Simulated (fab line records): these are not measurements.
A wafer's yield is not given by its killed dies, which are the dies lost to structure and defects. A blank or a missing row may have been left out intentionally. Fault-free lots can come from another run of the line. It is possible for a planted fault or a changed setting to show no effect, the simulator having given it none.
fab line records ; flow n5_finfet
[record] lots = 6; wafers = 18; last_day = 19
route steps=1938 shown PASSIVATION@1918 END@1938
lots with no fault: from the same line, run without faults
start_h: the number of hours between the record's first day and the start of the first shown wafer of the lot ; wait_h: how many hours have passed since the lot's step before this one ; " identical to the entry in the row above ; L1.1+2: one row covering several wafers at once ; - no value, or no start was given ; * or withheld: withheld ; < > ~ a bound
route shown NAME@n: names a module that has steps shown in the file, with the first one's number in the route ; usual: average and standard deviation across the fault-free wafers ; same: alike in all rows ; chamber/n: place in a boat ; sites: readings site by site ; _std_site: standard deviation of those values ; _edge_site: outer sites' mean less inner sites' ; radius_mm: how far each site lies from the wafer's centre ; mask NAME#n: copy n ; behind: tool/chamber where the wafer was last shaped ; hold: cause of the lot's hold/its duration in hours/its outcome ; device: transistor that didn't switch, given as n, p or np ; end of line: the tests these same wafers got at the end of their route ; step lacking rows: just its recipe ; killed: the dies lost at the first sort to structure and to defects; this is not the yield of the wafer ; map: dies across one wafer; x = killed, . = not, _ = none there
set.NAME: the run value of the setting; set.NAME@STEP: its run value at that earlier step ; model.NAME: the simulator's own value behind a step, which no gauge read
certain route steps with their lots: each step a table, each wafer a row
services: when a tool's chamber went out of use (start_h, in hours from the record's first day, below 0 if earlier), for how many hours, and the reason
[[steps]]
[step N5_PASSIVATION_COAT_38]
[recipe] spin_rpm = 3000; resist_thk_nm = withheld
[step N5_PASSIVATION_EBR_40]
[recipe] solvent = PGMEA; ebr_width_mm = 1.5
[step N5_PASSIVATION_SOFTBAKE_39]
[recipe] temp_c = 110; time_s = 120
[step N5_PASSIVATION_EXPOSE_41]
[recipe] mask_id = PASS_OPEN; na = 0.55; defocus_nm = 0; source_shape = conventional; sigma_outer = 0.8; polarization = unpolarized; target_cd_nm = 40000; dose_mj = 57.25
[step N5_PASSIVATION_PEB_42]
[recipe] peb_temp_c = withheld; peb_time_s = *
[step N5_PASSIVATION_DEVELOP_43]
[recipe] develop_time_s = 60; rinse_liquid = diw; dry = air_spin; dev_temp_c = 21
[step N5_PASSIVATION_HARDBAKE_45]
[recipe] temp_c = 130; time_s = 120
[step N5_PASSIVATION_CD_MEAS_44]
[recipe] target_cd_nm = 40000; landing_energy_ev = 500; detector = se_inlens
[usual] cd_nm = 39999/4.1
lot.wafer;tool;chamber;start_h;wait_h;cd_nm
L109.1;cd_sem-01;0;291.39;-;39993
L109.4;cd_sem-01;0;291.39;-;39997
L109.6;cd_sem-01;0;291.39;-;39996
L114.3;cd_sem-01;0;335.84;-;39996
L114.5;cd_sem-01;0;335.84;-;39999
L114.6;cd_sem-01;0;335.84;-;39994
L115.2;cd_sem-01;0;336.68;-;39995
L115.3;cd_sem-01;0;336.68;-;39989
L115.6;cd_sem-01;0;336.68;-;40000
L118.1;cd_sem-01;0;360.53;-;39999
L118.5;cd_sem-01;0;360.53;-;40003
L118.6;cd_sem-01;0;360.53;-;40000
L124.4;cd_sem-03;0;416.75;-;39995
L124.5;cd_sem-03;0;416.75;-;39992
L124.6;cd_sem-03;0;416.75;-;39995
L129.1;cd_sem-02;0;446.70;-;40000
L129.3;cd_sem-02;0;446.70;-;39998
L129.5;cd_sem-02;0;446.70;-;39994
[step N5_PASSIVATION_OVL_MEAS_66]
[recipe] points_per_wafer = 44
[usual] PASS_OPEN_OVL = -4/5.5
lot.wafer;tool;chamber;start_h;wait_h;PASS_OPEN_OVL[nm]
L109.1;overlay-02;0;291.42;0.0;3
L109.4;overlay-02;0;291.42;0.0;0
L109.6;overlay-02;0;291.42;0.0;-8
L114.3;overlay-01;0;335.89;0.1;3
L114.5;overlay-01;0;335.89;0.1;-6
L114.6;overlay-01;0;335.89;0.1;-3
L115.2;overlay-01;0;336.73;0.1;-5
L115.3;overlay-01;0;336.73;0.1;-10
L115.6;overlay-01;0;336.73;0.1;-10
L118.1;overlay-02;0;360.56;0.0;-4
L118.5;overlay-02;0;360.56;0.0;-9
L118.6;overlay-02;0;360.56;0.0;-5
L124.4;overlay-01;0;416.77;0.0;-3
L124.5;overlay-01;0;416.77;0.0;-9
L124.6;overlay-01;0;416.77;0.0;-5
L129.1;overlay-01;0;446.73;0.0;1
L129.3;overlay-01;0;446.73;0.0;-1
L129.5;overlay-01;0;446.73;0.0;-3
[step N5_PASSIVATION_INSPECT_67]
[recipe] mode = adi; inspect_instrument = macro
[usual] raw_defect_count = 2.0/1.5
lot.wafer;tool;chamber;start_h;wait_h;raw_defect_count
L109.1;defect_inspect-02;-;291.45;0.0;1
L109.4;defect_inspect-02;-;291.45;0.0;6
L109.6;defect_inspect-02;-;291.45;0.0;4
L114.3;defect_inspect-01;-;335.92;0.0;6
L114.5;defect_inspect-01;-;335.92;0.0;0
L114.6;defect_inspect-01;-;335.92;0.0;1
L115.2;defect_inspect-01;-;336.76;0.0;1
L115.3;defect_inspect-01;-;336.76;0.0;2
L115.6;defect_inspect-01;-;336.76;0.0;2
L118.1;defect_inspect-01;-;360.58;0.0;0
L118.5;defect_inspect-01;-;360.58;0.0;2
L118.6;defect_inspect-01;-;360.58;0.0;1
L124.4;defect_inspect-02;-;416.80;0.0;0
L124.5;defect_inspect-02;-;416.80;0.0;1
L124.6;defect_inspect-02;-;416.80;0.0;2
L129.1;defect_inspect-02;-;446.75;0.0;3
L129.3;defect_inspect-02;-;446.75;0.0;5
L129.5;defect_inspect-02;-;446.75;0.0;1
[step N5_PASSIVATION_DESCUM_46]
[recipe] chemistry = O2; time_s = 7.9; source_power_w = 50; bias_power_w = 20; pressure_mtorr = 20; rf_frequency_hz = 2.712e+07; temp_c = 40; o2_flow_sccm = 225
[usual] drypump_motor_current_A = 5.49/0.29; oes_product_au = 0.84/0.084; rf_vpp_V = 243.3/1.6; showerhead_plenum_p_Torr = 2.11/0.085; throttle_valve_pct = 20.26/0.25
[same] time_s = 7.9
lot.wafer;tool;chamber;start_h;wait_h;drypump_motor_current_A;oes_product_au;rf_hours_counter_h;rf_vpp_V;showerhead_plenum_p_Torr;throttle_valve_pct
L109.1;rie_diel-01;3;291.88;0.4;5.24;0.82;79;243.4;2.01;20.19
L109.4;rie_diel-01;2;291.88;0.4;5.77;0.71;-;240.2;1.98;20.52
L109.6;rie_diel-01;3;291.88;0.4;5.25;0.83;-;242.2;2.01;20.18
L114.3;rie_diel-03;0;335.95;0.0;5.81;0.87;58;244.4;2.12;19.90
L114.5;rie_diel-03;2;335.95;0.0;4.93;0.84;-;245.4;2.22;20.57
L114.6;rie_diel-03;1;335.95;0.0;5.84;0.89;-;243.5;2.14;20.42
L115.2;rie_diel-03;3;336.80;0.0;5.44;0.79;107;241.8;2.13;20.68
L115.3;rie_diel-03;2;336.80;0.0;4.95;0.84;71;244.3;2.22;20.56
L115.6;rie_diel-03;0;336.80;0.0;5.83;0.85;-;243.8;2.12;19.91
L118.1;rie_diel-03;3;360.61;0.0;5.43;0.79;114;243.8;2.13;20.72
L118.5;rie_diel-03;1;360.61;0.0;5.84;0.88;-;243.6;2.13;20.45
L118.6;rie_diel-03;3;360.61;0.0;5.43;0.79;-;244.8;2.13;20.70
L124.4;rie_diel-01;0;417.09;0.3;5.33;0.89;41;242.9;2.12;20.04
L124.5;rie_diel-01;3;417.09;0.3;5.22;0.77;-;241.5;2.00;20.24
L124.6;rie_diel-01;0;417.09;0.3;5.32;0.89;-;243.6;2.12;20.04
L129.1;rie_diel-03;1;446.88;0.1;5.85;0.83;67;244.0;2.13;20.48
L129.3;rie_diel-03;3;446.88;0.1;5.44;0.76;143;244.6;2.12;20.76
L129.5;rie_diel-03;3;446.88;0.1;5.44;0.76;-;242.5;2.12;20.74
[step N5_PASSIVATION_PASS_ETCH_47]
[recipe] chemistry = CF4/O2; target = SiNx; target_depth_a = 7700; time_s = 385; ion_energy_ev = 100; pressure_mtorr = 40; source_w = 535; bias_w = 49; Ar_flow_sccm = 100; cf4_flow_sccm = 100; O2_flow_sccm = 10
[usual] O2_flow_sccm = 10.005/0.029; drypump_motor_current_A = 5.49/0.29; oes_ar_750_au = 0.83/0.079; oes_o_777_au = 0.83/0.079; oes_product_au = 0.83/0.08; rf_vpp_V = 238/4.8; showerhead_plenum_p_Torr = 2.22/0.082; throttle_valve_pct = 15.71/0.23
[same] time_s = 385
lot.wafer;tool;chamber;start_h;wait_h;O2_flow_sccm;drypump_motor_current_A;oes_ar_750_au;oes_o_777_au;oes_product_au;rf_hours_counter_h;rf_vpp_V;showerhead_plenum_p_Torr;throttle_valve_pct
L109.1;rie_diel-01;3;291.92;0.0;10.009;5.23;0.82;0.80;0.82;79;233;2.13;15.73
L109.4;rie_diel-01;2;291.92;0.0;10.022;5.78;0.72;0.72;0.72;-;239;2.10;16.09
L109.6;rie_diel-01;3;291.92;0.0;10.004;5.25;0.82;0.80;0.82;-;233;2.13;15.74
L114.3;rie_diel-03;0;335.99;0.0;9.980;5.84;0.83;0.83;0.83;58;240;2.23;15.32
L114.5;rie_diel-03;2;335.99;0.0;10.026;4.91;0.86;0.86;0.84;-;235;2.33;15.93
L114.6;rie_diel-03;1;335.99;0.0;10.009;5.86;0.91;0.89;0.89;-;237;2.26;15.81
L115.2;rie_diel-03;3;336.83;0.0;10.027;5.42;0.79;0.82;0.79;107;230;2.21;15.85
L115.3;rie_diel-03;2;336.83;0.0;10.000;4.92;0.86;0.86;0.84;71;235;2.33;15.92
L115.6;rie_diel-03;0;336.83;0.0;10.028;5.85;0.82;0.83;0.83;-;240;2.23;15.33
L118.1;rie_diel-03;3;360.65;0.0;9.976;5.43;0.78;0.82;0.78;114;229;2.21;15.87
L118.5;rie_diel-03;1;360.65;0.0;10.024;5.86;0.90;0.88;0.88;-;237;2.26;15.82
L118.6;rie_diel-03;3;360.65;0.0;9.979;5.43;0.78;0.82;0.77;-;229;2.21;15.88
L124.4;rie_diel-01;0;417.12;0.0;10.017;5.34;0.86;0.85;0.87;41;241;2.24;15.52
L124.5;rie_diel-01;3;417.12;0.0;9.950;5.24;0.78;0.76;0.77;-;234;2.11;15.82
L124.6;rie_diel-01;0;417.12;0.0;10.030;5.32;0.87;0.85;0.86;-;240;2.23;15.52
L129.1;rie_diel-03;1;446.92;0.0;10.002;5.83;0.85;0.84;0.85;67;236;2.25;15.89
L129.3;rie_diel-03;3;446.92;0.0;10.015;5.41;0.76;0.79;0.76;143;230;2.20;15.92
L129.5;rie_diel-03;3;446.92;0.0;10.033;5.42;0.75;0.79;0.75;-;229;2.20;15.92
[step N5_PASSIVATION_ETCH_54]
[recipe] chemistry = CHF3/O2; target = SiO2; target_depth_a = 8800; CHF3_flow_sccm = 50; O2_flow_sccm = 5; Ar_flow_sccm = 200; time_s = 440; mask_material = PR; pressure_mtorr = 30; source_w = 650; bias_w = 170; ion_energy_ev = 200
[usual] O2_flow_sccm = 5.001/0.014; drypump_motor_current_A = 5.49/0.29; oes_ar_750_au = 0.83/0.079; oes_o_777_au = 0.83/0.079; oes_product_au = 0.83/0.081; rf_vpp_V = 518/11; showerhead_plenum_p_Torr = 2.42/0.094; throttle_valve_pct = 18.64/0.23
[same] time_s = 440
lot.wafer;tool;chamber;start_h;wait_h;O2_flow_sccm;drypump_motor_current_A;oes_ar_750_au;oes_o_777_au;oes_product_au;rf_hours_counter_h;rf_vpp_V;showerhead_plenum_p_Torr;throttle_valve_pct
L109.1;rie_diel-01;3;292.15;0.1;5.020;5.22;0.82;0.82;0.82;79;507;2.32;18.59
L109.4;rie_diel-01;2;292.15;0.1;4.987;5.77;0.72;0.71;0.71;-;517;2.29;18.99
L109.6;rie_diel-01;3;292.15;0.1;5.012;5.23;0.82;0.81;0.82;-;508;2.32;18.58
L114.3;rie_diel-03;0;336.21;0.1;4.992;5.82;0.83;0.81;0.84;58;521;2.44;18.31
L114.5;rie_diel-03;2;336.21;0.1;5.005;4.94;0.85;0.86;0.84;-;511;2.56;18.92
L114.6;rie_diel-03;1;336.21;0.1;5.008;5.84;0.91;0.90;0.90;-;515;2.47;18.82
L115.2;rie_diel-03;3;337.06;0.1;4.997;5.43;0.79;0.82;0.78;107;498;2.40;18.74
L115.3;rie_diel-03;2;337.06;0.1;4.994;4.94;0.85;0.86;0.83;71;510;2.56;18.92
L115.6;rie_diel-03;0;337.06;0.1;5.001;5.81;0.81;0.81;0.83;-;521;2.44;18.29
L118.1;rie_diel-03;3;360.88;0.1;4.988;5.45;0.79;0.82;0.77;115;500;2.40;18.78
L118.5;rie_diel-03;1;360.88;0.1;4.998;5.83;0.89;0.90;0.88;-;515;2.47;18.84
L118.6;rie_diel-03;3;360.88;0.1;5.011;5.44;0.78;0.81;0.78;-;500;2.40;18.77
L124.4;rie_diel-01;0;417.35;0.1;4.997;5.33;0.86;0.85;0.87;41;523;2.45;18.46
L124.5;rie_diel-01;3;417.35;0.1;5.030;5.25;0.78;0.76;0.77;-;509;2.30;18.66
L124.6;rie_diel-01;0;417.35;0.1;4.992;5.34;0.87;0.85;0.87;-;522;2.45;18.47
L129.1;rie_diel-03;1;447.15;0.1;5.021;5.85;0.86;0.86;0.84;67;516;2.46;18.88
L129.3;rie_diel-03;3;447.15;0.1;5.005;5.43;0.75;0.78;0.75;143;500;2.39;18.80
L129.5;rie_diel-03;3;447.15;0.1;4.990;5.44;0.76;0.79;0.75;-;498;2.39;18.80
[step N5_PASSIVATION_STRIP_48]
[recipe] chemistry = O2; power_w = 600; temp_c = 60; pressure_mtorr = 30; rf_frequency_hz = 6e+07; bias_power_w = 0; overash_fraction = 0.5; o2_flow_sccm = 225
[usual] drypump_motor_current_A = 5.49/0.29; oes_product_au = 0.84/0.085; rf_vpp_V = 3.8/2.3; showerhead_plenum_p_Torr = 2.11/0.085; throttle_valve_pct = 16.51/0.24
lot.wafer;tool;chamber;start_h;wait_h;drypump_motor_current_A;oes_product_au;rf_hours_counter_h;rf_vpp_V;showerhead_plenum_p_Torr;throttle_valve_pct
L109.1;rie_diel-01;3;292.44;0.1;5.24;0.83;79;2.3;2.01;16.46
L109.4;rie_diel-01;2;292.44;0.1;5.78;0.70;-;4.1;1.98;16.89
L109.6;rie_diel-01;3;292.44;0.1;5.22;0.83;-;0.2;2.02;16.52
L114.3;rie_diel-03;0;336.50;0.1;5.83;0.88;58;0.3;2.12;16.12
L114.5;rie_diel-03;2;336.50;0.1;4.95;0.87;-;2.7;2.22;16.79
L114.6;rie_diel-03;1;336.50;0.1;5.87;0.91;-;3.2;2.14;16.61
L115.2;rie_diel-03;3;337.35;0.1;5.43;0.78;107;2.3;2.14;16.92
L115.3;rie_diel-03;2;337.35;0.1;4.95;0.87;71;2.1;2.22;16.74
L115.6;rie_diel-03;0;337.35;0.1;5.76;0.85;-;5.3;2.13;16.18
L118.1;rie_diel-03;3;361.17;0.1;5.45;0.79;115;5.5;2.13;16.81
L118.5;rie_diel-03;1;361.17;0.1;5.86;0.85;-;4.6;2.14;16.58
L118.6;rie_diel-03;3;361.17;0.1;5.47;0.81;-;1.0;2.14;16.79
L124.4;rie_diel-01;0;417.64;0.1;5.33;0.89;41;0.8;2.13;16.30
L124.5;rie_diel-01;3;417.64;0.1;5.25;0.80;-;0.8;2.00;16.55
L124.6;rie_diel-01;0;417.64;0.1;5.32;0.86;-;5.3;2.13;16.30
L129.1;rie_diel-03;1;447.44;0.1;5.85;0.84;67;4.1;2.13;16.57
L129.3;rie_diel-03;3;447.44;0.1;5.42;0.75;143;1.9;2.12;16.92
L129.5;rie_diel-03;3;447.44;0.1;5.45;0.76;-;2.8;2.12;16.89
[step N5_PASSIVATION_STRIP_52]
[recipe] chemistry = post_etch_residue_remover; time_s = 1200; temp_c = 72.5
[step N5_PASSIVATION_CLEAN_71]
[recipe] chemistry = IPA; time_s = 180; temp_c = 25
[step N5_PASSIVATION_SRD_72]
[recipe] dry = ipa_marangoni; time_s = 30; temp_c = 23; rinse_liquid = diw
[step N5_PASSIVATION_ANNEAL_56]
[recipe] temp_c = 400; time_s = 1800; ambient = FGA; idle_temp_c = 300; ramp_up_c_per_min = 5; ramp_down_c_per_min = 3
[step N5_PASSIVATION_PROBE_49]
[usual] defect_limited_yield = 91.3/1.4; killed_at_M0_to_M3 = 33/11; killed_at_M4_up = 15/6.2; killed_at_contacts = 13/6.5; killed_at_front_end = 38/11; killed_at_other = 3.4/2.6; killed_dies = 102/17; killed_on_rim = 13/4.1; killed_open = 67/12; killed_short = 34/7.9; sort_bin_5_function = 5.1/0.88; sort_bin_6_memory = 3.3/0.65; sort_n_pass = 1078/17; sort_yield_pct = 91.3/1.4
[same] gross_dies = 1180; killed_at_back_side = 0; sort_bin_4_leakage[%] = 0; sort_bin_8_speed[%] = 0
lot.wafer;tool;chamber;start_h;wait_h;defect_limited_yield[%];killed_at_M0_to_M3;killed_at_M4_up;killed_at_contacts;killed_at_front_end;killed_at_other;killed_dies;killed_on_rim;killed_open;killed_short;sort_bin_5_function[%];sort_bin_6_memory[%];sort_n_pass;sort_yield_pct[%]
L114.3;prober-02;-;340.47;0.1;90.1;32;9;10;59;7;117;12;59;49;6.0;3.1;1063;90.1
L114.5;prober-02;-;340.57;0.2;91.4;38;14;12;31;6;101;12;59;38;4.6;3.7;1079;91.4
L114.6;prober-02;-;340.62;0.3;90.3;50;18;10;32;5;115;13;82;29;5.3;4.1;1065;90.3
L115.2;prober-02;-;340.72;0.4;81.1;43;5;10;44;121;223;27;70;30;11.0;4.2;957;81.1
L115.3;prober-02;-;340.77;0.4;89.5;52;13;1;56;2;124;19;78;44;6.3;3.6;1056;89.5
L118.1;prober-02;-;363.66;0.0;83.6;27;10;6;35;116;194;31;56;23;9.7;3.4;986;83.6
L118.5;prober-02;-;363.86;0.2;91.0;39;13;4;48;2;106;20;64;41;4.7;3.9;1074;91.0
L118.6;prober-02;-;363.91;0.3;84.0;32;8;3;28;118;189;29;48;23;9.4;2.7;991;84.0
// killed by level:class
L114.3 FIN_SAQP:geometric_particle:short=22 BEOL_M3:geometric_particle:open=8 HKMG_FIN:area_etch=7 FIN_SAQP:geometric_particle:open=6 MOL_CONTACT_COAG:geometric_particle:open=6 BEOL_M0_SAQP:geometric_particle:short=6 BEOL_M0_SAQP:geometric_particle:open=5 BEOL_M2:geometric_particle:open=5
L114.5 BEOL_M0_SAQP:geometric_particle:open=13 FIN_SAQP:geometric_particle:short=12 BEOL_M0_SAQP:geometric_particle:short=12 MOL_CONTACT_COAG:geometric_particle:open=11 BEOL_M4:geometric_particle:open=8 FIN_SAQP:geometric_particle:open=6 BEOL_M1:geometric_particle:open=4 BEOL_M3:geometric_particle:open=4
L114.6 BEOL_M3:geometric_particle:open=16 FIN_SAQP:geometric_particle:open=14 BEOL_M0_SAQP:geometric_particle:short=9 MOL_CONTACT_COAG:geometric_particle:open=9 BEOL_M0_SAQP:geometric_particle:open=8 BEOL_M4:geometric_particle:open=7 STI_FIN_REVEAL:geometric_particle:open=6 BEOL_M0:geometric_particle:open=6
L115.2 PASSIVATION:unspecified=120 FIN_SAQP:geometric_particle:short=13 BEOL_M0_SAQP:geometric_particle:open=13 BEOL_M1:geometric_particle:open=11 FIN_SAQP:geometric_particle:open=8 MOL_CONTACT_COAG:geometric_particle:open=8 BEOL_M3:geometric_particle:open=7 BEOL_M0_SAQP:geometric_particle:short=6
L115.3 BEOL_M3:geometric_particle:open=14 FIN_SAQP:geometric_particle:short=12 FIN_SAQP:geometric_particle:open=12 GATE_CUT:geometric_particle:short=9 BEOL_M0_SAQP:geometric_particle:short=9 BEOL_M1:geometric_particle:open=9 STI_FIN_REVEAL:geometric_particle:open=8 BEOL_M0_SAQP:geometric_particle:open=7
L118.1 PASSIVATION:unspecified=115 FIN_SAQP:geometric_particle:open=8 STI_FIN_REVEAL:geometric_particle:open=7 BEOL_M1:geometric_particle:open=6 BEOL_M2:geometric_particle:open=6 GATE_CUT:geometric_particle:short=5 BEOL_M0_SAQP:geometric_particle:short=5 BEOL_M3:geometric_particle:open=4
L118.5 FIN_SAQP:geometric_particle:open=13 BEOL_M0_SAQP:geometric_particle:open=13 FIN_SAQP:geometric_particle:short=10 BEOL_M0_SAQP:geometric_particle:short=9 GATE_CUT:geometric_particle:short=7 BEOL_M1:geometric_particle:open=6 BEOL_M4:geometric_particle:open=6 GATE_CUT:geometric_particle:open=5
L118.6 PASSIVATION:unspecified=116 BEOL_M1:geometric_particle:open=9 FIN_SAQP:geometric_particle:open=8 BEOL_M2:geometric_particle:open=5 STI_FIN_REVEAL:geometric_particle:open=4 GATE_CUT:geometric_particle:short=4 BEOL_M0_SAQP:geometric_particle:short=4 BEOL_M3:geometric_particle:open=4
// map L115.2 (x killed, . not)
_________________xxxx.....x..________________
______________xxxxxxxxx........._____________
___________xxxxxxxxxxxx...........x__________
__________xxxxxxxxxxxxxx.x......x..._________
________xxxxxxxxxxxxxxxx...x.........._______
_______.xxxxxxxxxxxxxxx........x....x..______
______.x.xxxxxxxxxxxxxxxx.......x....x.._____
_____...xxxxxxxxxxxxx..x.................____
____......xxxxxxxxxx.x.xx.x...............___
___...x...xx.x.xxxx......xx.....x......xx..__
___x....x....x...x.x.......................__
__.........x..x...................x........._
__..............xx.........................._
_...x...x...............x..................x.
_..x...........x.....x..x...................x
_...............x............x..x............
_..............x..............xx...x.........
_..........x.....x.....x.....x.xx............
_...x..............x.......x....x............
_..............x...xx.......................x
_........................x...................
__......x........x...x......x.............x._
__....x..........x.........x..x.........x..._
___..................x........x...x.....x..__
___.........xx..x..........x..x....xx..x...__
____.......x..............x...x...x.......___
_____........x...........x..........x.x..____
______..x.......................x......._____
_______..x................x............______
________....x....x............x..x...._______
__________.x..........x............x_________
___________......x......x..........__________
______________...........x.x...._____________
_________________............________________
// map L118.1 (x killed, . not)
_________________xxxxx.x.....________________
______________xxxxxxx...x......x_____________
___________xxxxxxxxxxxxx...........__________
__________xxxxxxxxxxxxxx.........x.._________
________.xxxxxxxxxxxxx.x.............x_______
_______xxxxxxxxxxxxxxxx................______
______..x.xxxxxxxxxxx..........xx......._____
_____xx.x.xxxxxxxxxxxx.x........x........____
____.....xxxxxxxxxxx..xxx.x......x........___
___.x...x.x.xxxx.x...x....................x__
___........x..xx..........x................__
__.....xxx.......x.x.........x..........xx.._
__...........x.................x............_
_....x........x.............x.x.xx...........
_......x...x.............................x...
_...................x............x.........x.
_....x.......x........x.........x.......x....
_..........x.................................
_............................................
_........................x............x......
_.........x.x......x.........................
__..........x............x...............x.._
__.x.x.....x....................x..........._
___................xx.x...x...x....x.......__
___x..................x....................__
____..x........x..........................___
_____..............x.....x...............____
______x................................._____
_______................................______
________.........x..x................._______
__________...........x.............._________
___________............x...........__________
______________.................x_____________
_________________.........x..________________
[step N5_PASSIVATION_INSPECT_57]
[recipe] inspect_instrument = macro; mode = outgoing
[usual] raw_defect_count = 1.9/1.6
lot.wafer;tool;chamber;start_h;wait_h;raw_defect_count
L109.1;defect_inspect-02;-;295.30;0.0;5
L109.4;defect_inspect-02;-;295.30;0.0;1
L109.6;defect_inspect-02;-;295.30;0.0;3
L114.3;defect_inspect-02;-;340.72;0.0;1
L114.5;defect_inspect-02;-;340.72;0.0;3
L114.6;defect_inspect-02;-;340.72;0.0;2
L115.2;defect_inspect-02;-;341.02;0.0;>300
L115.3;defect_inspect-02;-;341.02;0.0;1
L115.6;defect_inspect-02;-;341.02;0.0;3
L118.1;defect_inspect-02;-;364.02;0.0;>300
L118.5;defect_inspect-02;-;364.02;0.0;0
L118.6;defect_inspect-02;-;364.02;0.0;>300
L124.4;defect_inspect-02;-;420.48;0.0;1
L124.5;defect_inspect-02;-;420.48;0.0;1
L124.6;defect_inspect-02;-;420.48;0.0;1
L129.1;defect_inspect-01;-;450.28;0.0;0
L129.3;defect_inspect-01;-;450.28;0.0;1
L129.5;defect_inspect-01;-;450.28;0.0;2
[[services]]
tool;chamber;start_h;hours;kind
rie_diel-03;0;285.15;18.7;repair
rie_diel-01;0;291.88;-;clean
rie_diel-01;0;291.88;-;consumable_replace:focus_ring
rie_diel-01;0;291.88;17.7;scheduled_down
rie_diel-01;0;291.88;17.7;vent_cycle
rie_diel-03;2;360.21;3.0;repair
rie_diel-01;2;368.58;-;clean
rie_diel-01;2;368.58;-;consumable_replace:focus_ring
rie_diel-01;2;368.58;-;consumable_replace:showerhead
rie_diel-01;2;368.58;24.0;scheduled_down
rie_diel-01;2;368.58;24.0;vent_cycle
rie_diel-03;-;404.61;0.9;repair
rie_diel-01;0;430.11;1.5;repair
rie_diel-03;0;432.56;3.0;repair
[[key]]
[first_sign] step = N5_PASSIVATION_PROBE_49; reading = killed_at_other; direction = up; sigmas = 45; usual = 3.4; struck = 118.3
[effect] step = N5_PASSIVATION_PROBE_49; reading = killed_dies; direction = up; sigmas = 6; usual = 102; struck = 202
[effect] step = N5_PASSIVATION_INSPECT_57; reading = raw_defect_count; direction = up; sigmas = 99+; usual = 1.9; struck = >300
[more_kills_born_at] N5_PASSIVATION_ETCH_54@rie_diel-03 = 351
met_at N5_PASSIVATION_ETCH_54
struck_wafers L115.2,L118.1,L118.6
[fault] kind = chamber_particle_source; tool = rie_diel-03; chamber = 3; onset_h = 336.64; steps = N5_PASSIVATION_ETCH_54; rate_per_visit_cm2 = 1.6253; end_h = 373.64
